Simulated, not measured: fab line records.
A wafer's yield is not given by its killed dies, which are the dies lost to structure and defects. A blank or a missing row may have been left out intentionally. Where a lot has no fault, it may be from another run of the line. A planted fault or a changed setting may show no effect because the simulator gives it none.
What tool caused it? | flow n5 finfet | 10 lots with 28 wafers sampled at 6 steps, on a route of 1938 steps

## WHAT THE GAUGES SHOWED, per wafer
N5_BEOL_M14_INSPECT_55: inspects for defects (darkfield). Usual: 65 for raw defect count, sd 20.
lot  | measured     | on                | raw defect count | flag
L683 | day 12 15:28 | defect inspect-01 | 97 82 86         |
L684 | day 13 08:52 | defect inspect-01 | 35 50 86         |
L685 | day 13 14:01 | defect inspect-01 | 60 76 92         |
L687 | day 14 00:47 | defect inspect-02 | 84 61 65         |
L690 | day 14 03:20 | defect inspect-02 | 82 43            |
L688 | day 14 17:35 | defect inspect-01 | 64 101           |
L699 | day 16 09:12 | defect inspect-02 | 66 64 90         |
L697 | day 17 00:09 | defect inspect-01 | 71 71 90         |
L703 | day 18 21:59 | defect inspect-02 | 45 30 47         |
L704 | day 19 00:14 | defect inspect-02 | 67 44 47         |

N5_BEOL_M15_THK_MEAS_01. Usual: M15_ILD_THK typically reads 1638 nm, with standard deviation 22.
lot  | measured     | on            | M15_ILD_THK (nm) | flag
L683 | day 12 15:44 | film metro-02 | 1632 1624 1652   |
L684 | day 13 09:09 | film metro-02 | 1624 1623 1637   |
L685 | day 13 14:18 | film metro-01 | 1624 1663 1628   |
L687 | day 14 01:05 | film metro-02 | 1608 1599 1617   |
L690 | day 14 03:44 | film metro-02 | 1669 963         | OFF
L688 | day 14 17:52 | film metro-02 | 957 984          | OFF
L699 | day 16 09:29 | film metro-02 | 1622 1633 1628   |
L697 | day 17 00:26 | film metro-01 | 1630 1669 1650   |
L703 | day 18 22:23 | film metro-02 | 1629 1649 1623   |
L704 | day 19 00:38 | film metro-02 | 1633 1649 1639   |

N5_BEOL_M15_CD_MEAS_17 targets a cd of 360 nm. Usual: 361.6 nm for cd nm, sd 2.
lot  | measured     | on        | cd nm (nm)        | flag
L683 | day 12 16:59 | cd sem-03 | 358.9 358.2 361.5 |
L684 | day 13 10:02 | cd sem-03 | 361.4 363.0 363.0 |
L685 | day 13 15:19 | cd sem-02 | 362.4 363.4 359.7 |
L687 | day 14 02:12 | cd sem-01 | 361.2 360.9 359.9 |
L690 | day 14 04:52 | cd sem-02 | 360.5 354.4       |
L688 | day 14 19:08 | cd sem-03 | 354.3 357.0       |
L699 | day 16 10:37 | cd sem-01 | 361.1 361.8 363.1 |
L697 | day 17 01:44 | cd sem-01 | 361.5 364.2 362.7 |
L703 | day 18 23:45 | cd sem-01 | 361.9 363.1 360.7 |
L704 | day 19 01:44 | cd sem-03 | 358.9 362.7 366.6 |

## WHAT TOOL EACH LOT RAN ON (gives the tool, then ch and the chambers of the sampled wafers, and finally the start)
lot  | N5_BEOL_M14_ETCH_68                | N5_BEOL_M14_STRIP_37               | N5_BEOL_M15_ILD_DEP_00
L683 | rie diel-04 ch 0,1, day 12 11:28   | rie diel-05 ch 1,2,3, day 12 13:10 | pecvd-02 ch 1,2, day 12 15:29
L684 | rie diel-06 ch 1,2, day 13 03:19   | rie diel-05 ch 0,1, day 13 06:44   | pecvd-02 ch 0,1,2, day 13 08:54
L685 | rie diel-06 ch 0,1, day 13 10:17   | rie diel-05 ch 0,1, day 13 12:17   | pecvd-01 ch 0,1,2, day 13 14:03
L687 | rie diel-06 ch 0,1,2, day 13 20:34 | rie diel-05 ch 1,2,3, day 13 22:58 | pecvd-03 ch 0,2, day 14 00:50
L690 | rie diel-05 ch 1,2, day 14 00:06   | rie diel-05 ch 1,2, day 14 01:42   | pecvd-02 ch 1,2, day 14 03:35
L688 | rie diel-05 ch 1,3, day 14 14:23   | rie diel-05 ch 1,3, day 14 15:10   | pecvd-02 ch 1,2, day 14 17:37
L699 | rie diel-06 ch 2,3, day 16 06:22   | rie diel-04 ch 0,1,2, day 16 06:59 | pecvd-01 ch 0,1,2, day 16 09:14
L697 | rie diel-05 ch 0,1,2, day 16 21:34 | rie diel-05 ch 0,2,3, day 16 22:05 | pecvd-03 ch 0,1, day 17 00:11
L703 | rie diel-06 ch 0,1,2, day 18 18:55 | rie diel-05 ch 0,2,3, day 18 19:45 | pecvd-02 ch 0,1, day 18 22:02
L704 | rie diel-06 ch 0,1,3, day 18 20:27 | rie diel-04 ch 0,3, day 18 22:14   | pecvd-02 ch 0,1, day 19 00:23
- N5_BEOL_M14_ETCH_68: etches SOC in N2/H2, time 450 s.
- N5_BEOL_M14_STRIP_37: strips in O2.
- N5_BEOL_M15_ILD_DEP_00: deposits SiO2 from TEOS/O2, target thk 1629.3 nm, time 346.1 s.

## WHAT THE TOOLS THEMSELVES READ (means of the sampled wafers that have a number; where no wafer has one, the mark that the record gives instead)
N5_BEOL_M14_ETCH_68. Usual: drypump motor current A 5.71 A, standard deviation 0.25; oes product au 0.82 a.u., standard deviation 0.054; rf vpp V 524.6 V, standard deviation 2.3; showerhead plenum p Torr 2.57 Torr, standard deviation 0.083; throttle valve pct 17.64 %, standard deviation 0.26.
lot  | tool        | drypump motor current A (A) | oes product au (a.u.) | rf vpp V (V) | showerhead plenum p Torr (Torr) | throttle valve pct (%) | flag
L683 | rie diel-04 | 5.66                        | 0.93                  | 523.9        | 2.52                            | 17.49                  |
L684 | rie diel-06 | 5.71                        | 0.81                  | 526.1        | 2.60                            | 17.46                  |
L685 | rie diel-06 | 5.59                        | 0.80                  | 525.4        | 2.61                            | 17.84                  |
L687 | rie diel-06 | 5.65                        | 0.81                  | 525.1        | 2.61                            | 17.66                  |
L690 | rie diel-05 | 5.98                        | 0.80                  | 524.1        | 2.56                            | 17.63                  |
L688 | rie diel-05 | 5.84                        | 0.83                  | 523.1        | 2.53                            | 17.52                  |
L699 | rie diel-06 | 5.43                        | 0.84                  | 525.1        | 2.61                            | 17.36                  |
L697 | rie diel-05 | 5.86                        | 0.76                  | 523.1        | 2.54                            | 17.65                  |
L703 | rie diel-06 | 5.66                        | 0.76                  | 525.8        | 2.59                            | 17.75                  |
L704 | rie diel-06 | 5.50                        | 0.79                  | 523.4        | 2.56                            | 17.73                  |

N5_BEOL_M14_STRIP_37. Usual: drypump motor current A 5.77 A, standard deviation 0.25; oes product au 0.82 a.u., standard deviation 0.06; rf vpp V 3.7 V, standard deviation 0.89; showerhead plenum p Torr 2.11 Torr, standard deviation 0.059; throttle valve pct 16.52 %, standard deviation 0.22.
lot  | tool        | drypump motor current A (A) | oes product au (a.u.) | rf vpp V (V) | showerhead plenum p Torr (Torr) | throttle valve pct (%) | flag
L683 | rie diel-05 | 5.94                        | 0.85                  | 2.5          | 2.09                            | 16.47                  |
L684 | rie diel-05 | 5.73                        | 0.82                  | 3.6          | 2.12                            | 16.27                  |
L685 | rie diel-05 | 5.72                        | 0.80                  | 3.7          | 2.11                            | 16.29                  |
L687 | rie diel-05 | 5.93                        | 0.82                  | 3.9          | 2.08                            | 16.49                  |
L690 | rie diel-05 | 5.98                        | 0.82                  | 3.8          | 2.10                            | 16.50                  |
L688 | rie diel-05 | 5.86                        | 0.85                  | 3.3          | 2.08                            | 16.34                  |
L699 | rie diel-04 | 5.63                        | 0.90                  | 3.9          | 2.13                            | 16.52                  |
L697 | rie diel-05 | 5.89                        | 0.77                  | 3.1          | 2.07                            | 16.68                  |
L703 | rie diel-05 | 5.89                        | 0.75                  | 2.9          | 2.07                            | 16.69                  |
L704 | rie diel-04 | 5.84                        | 0.80                  | 3.6          | 2.15                            | 16.63                  |

N5_BEOL_M15_ILD_DEP_00. Usual: heater power w 547 W, standard deviation 94; run length s 389.0 s, standard deviation 0.66; showerhead plenum p Torr 8.346 Torr, standard deviation 0.027; throttle valve pct 18.4 %, standard deviation 1.2.
lot  | tool     | heater power w (W) | run length s (s) | showerhead plenum p Torr (Torr) | throttle valve pct (%) | flag
L683 | pecvd-02 | 595                | 389.0            | 8.325                           | 17.7                   |
L684 | pecvd-02 | 587                | 389.2            | 8.333                           | 18.4                   |
L685 | pecvd-01 | 491                | 388.6            | 8.346                           | 18.1                   |
L687 | pecvd-03 | 593                | 388.7            | 8.356                           | 19.5                   |
L690 | pecvd-02 | 598                | 317.2            | 8.337                           | 17.6                   | OFF
L688 | pecvd-02 | 558                | 245.6            | 8.308                           | 17.9                   | OFF
L699 | pecvd-01 | 495                | 388.6            | 8.343                           | 18.0                   |
L697 | pecvd-03 | 539                | 388.8            | 8.374                           | 19.9                   |
L703 | pecvd-02 | 580                | 389.0            | 8.346                           | 18.0                   |
L704 | pecvd-02 | 570                | 389.5            | 8.329                           | 19.0                   |

## THE ANSWER, worked out from the rows above alone
Rule: lot off if the mean of its wafers having a number is beyond 3 standard deviations from the usual mean. A lot without any number at a reading at which 4 lots or more have one is off too. Any other lot the step has rows for is counted as sound. The gauges are gone through in route order, then the tools' own readings, and for those a lot's mean is taken as printed above. The first step at which some lot is off is used, and at that step the reading that is off furthest; a lot without a number counts as furthest.
Off: at N5_BEOL_M15_THK_MEAS_01 (M15_ILD_THK), L690, L688.
If a tool, at a process step before that reading, ran all the lots that are off and no sound lot after the first of them, it fits. The gauges at N5_BEOL_M15_THK_MEAS_01 aren't tried: what is off there is off at N5_BEOL_M15_ILD_DEP_00 too, on other tools, and a gauge's error can't cause that. Of those tried, none fits.

## WHAT THE SIMULATOR PUT IN
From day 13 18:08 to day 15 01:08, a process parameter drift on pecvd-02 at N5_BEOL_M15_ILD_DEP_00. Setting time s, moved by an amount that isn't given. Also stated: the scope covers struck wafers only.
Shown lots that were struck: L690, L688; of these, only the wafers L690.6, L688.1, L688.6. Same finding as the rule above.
